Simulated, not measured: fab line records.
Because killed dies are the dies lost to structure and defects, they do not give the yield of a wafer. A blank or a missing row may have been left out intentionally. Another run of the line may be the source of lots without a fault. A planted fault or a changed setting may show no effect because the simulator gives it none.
Which of the tools did it? | flow n5_finfet | 10 lots with 30 wafers sampled at 3 steps, on a route of 1938 steps

== WHAT THE GAUGES READ, wafer by wafer ==
N5_PASSIVATION_CD_MEAS_44: target cd 40000 nm. Usual: 40000 nm for cd_nm, sd 3.3.
lot  | measured     | on        | cd_nm (nm)        | flag
L905 | day 11 21:23 | cd_sem-01 | 40007 40003 40006 |
L907 | day 12 05:47 | cd_sem-03 | 40001 40002 40004 |
L909 | day 14 00:47 | cd_sem-01 | 39998 39997 39999 |
L910 | day 13 04:08 | cd_sem-01 | 40000 40002 39999 |
L911 | day 13 08:40 | cd_sem-03 | 40010 40006 40003 |
L914 | day 14 22:44 | cd_sem-03 | 40005 40004 40005 |
L917 | day 16 01:38 | cd_sem-02 | 40004 40000 40004 |
L923 | day 17 02:55 | cd_sem-03 | 39995 39995 39992 |
L925 | day 17 06:49 | cd_sem-03 | 39997 39995 39994 |
L927 | day 18 15:28 | cd_sem-01 | 40000 39995 39996 |

== WHAT TOOL EACH LOT RAN ON (gives the tool, then ch and the chambers of the sampled wafers, and finally the start) ==
lot  | N5_MOL_CONTACT_COAG_VIA_ETCH_117   | N5_PASSIVATION_DESCUM_32
L905 | rie_diel-06 ch 1,2,3, day 5 05:07  | rie_diel-06 ch 0,1, day 11 19:37
L907 | rie_diel-06 ch 1,3, day 5 18:22    | rie_diel-06 ch 2,3, day 12 04:08
L909 | rie_diel-06 ch 0,1,3, day 6 06:54  | rie_diel-02 ch 0,2, day 13 22:59
L910 | rie_diel-06 ch 0,1,3, day 6 09:43  | rie_diel-02 ch 2,3, day 13 02:28
L911 | rie_diel-01 ch 0,1, day 6 16:31    | rie_diel-01 ch 0,1,3, day 13 06:58
L914 | rie_diel-06 ch 0,1, day 7 10:15    | rie_diel-06 ch 1,2,3, day 14 20:59
L917 | rie_diel-06 ch 0,2, day 8 03:57    | rie_diel-02 ch 0,2, day 15 23:59
L923 | rie_diel-02 ch 0,2, day 9 15:19    | rie_diel-01 ch 1,2, day 17 01:07
L925 | rie_diel-01 ch 0,2,3, day 10 03:25 | rie_diel-06 ch 0,2,3, day 17 05:03
L927 | rie_diel-02 ch 0,3, day 11 00:26   | rie_diel-02 ch 1,2,3, day 18 13:40
- N5_MOL_CONTACT_COAG_VIA_ETCH_117: etches SiO2 in C4F6/O2, target depth 40 nm, overetch 8 nm, time 26 s.
- N5_PASSIVATION_DESCUM_32: chemistry O2, time 7.9 s.

== AS READ BY THE TOOLS THEMSELVES (means over the sampled wafers that have a number; for cases with no such wafer, the mark the record gives instead) ==
N5_MOL_CONTACT_COAG_VIA_ETCH_117. Usual: drypump_motor_current_A 5.7 A, standard deviation 0.35; mfc_ar_sccm 300.0 sccm, standard deviation 0.88; oes_product_au 0.71 a.u., standard deviation 0.083; rf_vpp_V 1586 V, standard deviation 11; showerhead_plenum_p_Torr 2.83 Torr, standard deviation 0.094; throttle_valve_pct 41.01 %, standard deviation 0.29.
lot  | tool        | drypump_motor_current_A (A) | mfc_ar_sccm (sccm) | oes_product_au (a.u.) | rf_vpp_V (V) | showerhead_plenum_p_Torr (Torr) | throttle_valve_pct (%) | flag
L905 | rie_diel-06 | 5.8                         | 300.1              | 0.64                  | 1575         | 2.77                            | 40.98                  |
L907 | rie_diel-06 | 6.0                         | 299.3              | 0.65                  | 1575         | 2.74                            | 40.99                  |
L909 | rie_diel-06 | 5.7                         | 300.6              | 0.69                  | 1580         | 2.85                            | 41.03                  |
L910 | rie_diel-06 | 5.7                         | 299.8              | 0.69                  | 1581         | 2.85                            | 41.02                  |
L911 | rie_diel-01 | 5.3                         | 299.7              | 0.61                  | 1589         | 2.80                            | 41.39                  |
L914 | rie_diel-06 | 5.4                         | 300.8              | 0.72                  | 1588         | 2.95                            | 41.05                  |
L917 | rie_diel-06 | 5.6                         | 300.2              | 0.79                  | 1574         | 2.86                            | 41.02                  |
L923 | rie_diel-02 | 5.8                         | 299.1              | 0.68                  | 1596         | 2.88                            | 40.85                  |
L925 | rie_diel-01 | 5.8                         | 299.7              | 0.80                  | 1588         | 2.78                            | 40.95                  |
L927 | rie_diel-02 | 5.4                         | 300.0              | 0.63                  | 1594         | 2.94                            | 40.79                  |

N5_PASSIVATION_DESCUM_32. Usual: drypump_motor_current_A 5.7 A, standard deviation 0.32; oes_product_au 0.80 a.u., standard deviation 0.077; rf_vpp_V 243.0 V, standard deviation 1.3; showerhead_plenum_p_Torr 2.09 Torr, standard deviation 0.076; temp_c 40.00 C, standard deviation 0.12; throttle_valve_pct 20.32 %, standard deviation 0.13.
lot  | tool        | drypump_motor_current_A (A) | oes_product_au (a.u.) | rf_vpp_V (V) | showerhead_plenum_p_Torr (Torr) | temp_c (C) | throttle_valve_pct (%) | flag
L905 | rie_diel-06 | 5.4                         | 0.77                  | 244.6        | 2.16                            | 40.07      | 20.38                  |
L907 | rie_diel-06 | 5.9                         | 0.90                  | 243.1        | 2.10                            | 40.13      | 20.21                  |
L909 | rie_diel-02 | 5.8                         | 0.73                  | 243.1        | 2.12                            | 39.96      | 20.27                  |
L910 | rie_diel-02 | 5.4                         | 0.74                  | 244.3        | 2.11                            | 39.99      | 20.29                  |
L911 | rie_diel-01 | 5.7                         | 0.91                  | 242.0        | 2.05                            | 39.91      | 20.41                  |
L914 | rie_diel-06 | 5.8                         | 0.82                  | 243.2        | 2.11                            | 39.95      | 20.27                  |
L917 | rie_diel-02 | 5.7                         | 0.75                  | 242.6        | 2.07                            | 39.86      | 20.26                  |
L923 | rie_diel-01 | 5.6                         | 0.84                  | 241.7        | 2.04                            | 40.16      | 20.53                  |
L925 | rie_diel-06 | 5.7                         | 0.83                  | 243.2        | 2.14                            | 39.95      | 20.33                  |
L927 | rie_diel-02 | 5.6                         | 0.82                  | 242.9        | 2.06                            | 39.97      | 20.21                  |

== THE ANSWER, worked out from the rows above alone ==
Rule: a lot counts as off when the mean over its wafers that have a number is more than 3 standard deviations away from the usual mean. A lot without any number at a reading at which 4 lots or more have one is off too. All remaining lots with rows at the step are treated as sound. After the gauges, taken in route order, come the tools' own readings; for these a lot's mean is taken, as printed above. The first step at which some lot is off is used, and at that step the reading that is off furthest; a lot without a number counts as furthest.
Across all readings shown, no lot is off: no conclusion can be drawn from this.

== WHAT THE SIMULATOR HAD INSERTED ==
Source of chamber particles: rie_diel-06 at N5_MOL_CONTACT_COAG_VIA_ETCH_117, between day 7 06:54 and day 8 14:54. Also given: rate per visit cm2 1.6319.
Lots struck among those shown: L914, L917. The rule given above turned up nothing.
